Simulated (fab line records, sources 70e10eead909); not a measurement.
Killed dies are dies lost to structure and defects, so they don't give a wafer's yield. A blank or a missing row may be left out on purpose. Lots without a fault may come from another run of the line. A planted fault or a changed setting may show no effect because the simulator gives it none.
Which tool did it? | flow nand_harc | 13 lots, 39 wafers sampled, at 5 steps of a route of 1159

WHAT THE GAUGES READ, wafer by wafer
NHARC_A_M1_CD_MEAS_16.
lot  | measured     | on        | cd_nm (nm)
L884 | day 17 21:31 | cd_sem-01 | 121.0 120.6 120.6
L886 | day 18 03:53 | cd_sem-03 | 120.5 121.6 120.1
L888 | day 18 04:23 | cd_sem-01 | 119.4 120.4 120.1
L887 | day 18 08:53 | cd_sem-01 | 119.9 121.6 120.5
L890 | day 19 02:46 | cd_sem-01 | 119.5 120.1 119.8
L892 | day 19 12:45 | cd_sem-01 | 120.3 120.2 119.4
L893 | day 20 06:41 | cd_sem-03 | 120.2 120.3 120.5
L895 | day 20 22:04 | cd_sem-02 | 120.8 118.5 120.3
L894 | day 20 23:18 | cd_sem-02 | 120.8 119.3 119.1
L898 | day 21 12:26 | cd_sem-01 | 118.4 118.8 119.4
L897 | day 21 21:40 | cd_sem-02 | 119.9 119.2 120.3
L900 | day 22 08:08 | cd_sem-03 | 119.7 118.7 120.0
L903 | day 22 12:33 | cd_sem-02 | 120.5 120.4 119.6

NHARC_END_SORT_01.
lot  | measured     | on        | defect_limited_yield (%) | killed_at_array | killed_at_other | killed_at_periphery | killed_dies | killed_open | killed_short | sort_bin_2_pct (%) | sort_bin_3_pct (%) | sort_bin_4_pct (%) | sort_n_pass | sort_rim_yield_pct (%) | sort_yield_pct (%)
L895 | day 22 17:40 | prober-02 | 94.8 95.6 94.4           | 31 27 34        | 0 0 0           | 4 3 4               | 35 30 38    | 2 2 3       | 3 1 2        | 1.5 1.5 2.2        | 0.30 0.30 0.30     | 3.4 2.7 3.1        | 642 647 639 | 97 92 91               | 94.8 95.6 94.4
L903 | day 24 00:30 | prober-02 | 95.6 0.1 95.6            | 30 25 27        | 0 650 1         | 0 1 2               | 30 676 30   | 2 4 2       | 0 4 4        | 0.6 97.0 1.2       | 0.44 0.30 0.59     | 3.4 2.5 2.7        | 647 1 647   | 89 0 94                | 95.6 0.1 95.6

WHICH TOOL RAN EACH LOT (tool, then ch and the chambers of the sampled wafers, then the start)
lot  | NHARC_A_M0_PRE_CLEAN_31         | NHARC_A_M1_PVD_21                       | NHARC_THIN_TSV_ECD_20
L884 | pecvd-02 ch 0,1,2, day 17 19:38 | pvd_sputter-02, day 18 23:05 or earlier | ecd_cu-02 ch 0,1, day 18 23:05
L886 | pecvd-01 ch 0,2, day 18 02:07   | pvd_sputter-03, day 19 05:35 or earlier | ecd_cu-01 ch 0,1, day 19 05:35
L888 | pecvd-04 ch 0,1,2, day 18 02:23 | pvd_sputter-01, day 19 04:24 or earlier | ecd_cu-01 ch 0,1, day 19 04:24
L887 | pecvd-02 ch 0,1,2, day 18 07:11 | pvd_sputter-02, day 19 06:43 or earlier | ecd_cu-02 ch 0,1, day 19 06:43
L890 | pecvd-02 ch 0,2, day 19 00:56   | pvd_sputter-02, day 20 02:47 or earlier | ecd_cu-01 ch 0,1, day 20 02:47
L892 | pecvd-02 ch 0,1, day 19 10:56   | pvd_sputter-03, day 20 09:19 or earlier | ecd_cu-01 ch 0,1, day 20 09:19
L893 | pecvd-02 ch 1,2, day 20 04:46   | pvd_sputter-02, day 21 05:50 or earlier | ecd_cu-01 ch 0,1, day 21 05:50
L895 | pecvd-02 ch 0,1,2, day 20 20:18 | pvd_sputter-01, day 21 23:25 or earlier | ecd_cu-01 ch 0,1, day 21 23:25
L894 | pecvd-02 ch 0,1, day 20 21:30   | pvd_sputter-02, day 21 22:10 or earlier | ecd_cu-02 ch 0,1, day 21 22:10
L898 | pecvd-01 ch 0,2, day 21 10:38   | pvd_sputter-03, day 22 14:03 or earlier | ecd_cu-02 ch 0,1, day 22 14:03
L897 | pecvd-02 ch 0,2, day 21 19:50   | pvd_sputter-03, day 23 02:20 or earlier | ecd_cu-02 ch 0,1, day 23 02:20
L900 | pecvd-01 ch 0,1,2, day 22 06:20 | pvd_sputter-03, day 23 10:25 or earlier | ecd_cu-01 ch 0,1, day 23 10:25
L903 | pecvd-01 ch 0,2, day 22 10:52   | pvd_sputter-03, day 23 14:44 or earlier | ecd_cu-01 ch 0,1, day 23 14:44
- NHARC_A_M0_PRE_CLEAN_31: time 12 s.
- NHARC_A_M1_PVD_21: deposits Cu, target thk 30 nm, time 20.49 s.
- NHARC_THIN_TSV_ECD_20: material Cu, target thk 2000 nm.

WHAT THE TOOLS THEMSELVES READ (means of the sampled wafers that have a number; where no wafer has one, the mark that the record gives instead)
NHARC_A_M0_PRE_CLEAN_31.
lot  | tool     | heater_power_w (W)
L884 | pecvd-02 | 689
L886 | pecvd-01 | 643
L888 | pecvd-04 | 570
L887 | pecvd-02 | 741
L890 | pecvd-02 | 740
L892 | pecvd-02 | 790
L893 | pecvd-02 | 684
L895 | pecvd-02 | 724
L894 | pecvd-02 | 729
L898 | pecvd-01 | 638
L897 | pecvd-02 | 803
L900 | pecvd-01 | 657
L903 | pecvd-01 | 614

NHARC_A_M1_PVD_21.
lot  | tool           | throttle_valve_pct (%)
L884 | pvd_sputter-02 | 30.2
L886 | pvd_sputter-03 | 30.1
L888 | pvd_sputter-01 | 29.4
L887 | pvd_sputter-02 | 30.5
L890 | pvd_sputter-02 | 29.8
L892 | pvd_sputter-03 | 30.4
L893 | pvd_sputter-02 | 30.0
L895 | pvd_sputter-01 | 31.0
L894 | pvd_sputter-02 | 30.0
L898 | pvd_sputter-03 | 30.6
L897 | pvd_sputter-03 | 30.4
L900 | pvd_sputter-03 | 30.1
L903 | pvd_sputter-03 | 30.2

THE ANSWER, worked out from the rows above alone
Rule: what is usual is taken from the lots themselves. Put in order of their means at a reading, lots are off if they are a third of the lots or fewer, leave a main group of 4 or more, and stand apart from it by a gap of 3 or more times the standard deviation of the main group's means; of several such gaps the widest counts. A main group whose means are all the same, to the digits that the tables above print for the reading, isn't used. A lot without any number at a reading at which 4 lots or more have one is off too. The other lots that the step has rows for count as sound. The gauges are gone through in route order, then the tools' own readings, and for those a lot's mean is taken as printed above. The first step at which some lot is off is used, and at that step the reading that is off furthest; a lot without a number counts as furthest.
No lot is off at any reading shown: from this, nothing can be told.

WHAT THE SIMULATOR HAD PUT IN
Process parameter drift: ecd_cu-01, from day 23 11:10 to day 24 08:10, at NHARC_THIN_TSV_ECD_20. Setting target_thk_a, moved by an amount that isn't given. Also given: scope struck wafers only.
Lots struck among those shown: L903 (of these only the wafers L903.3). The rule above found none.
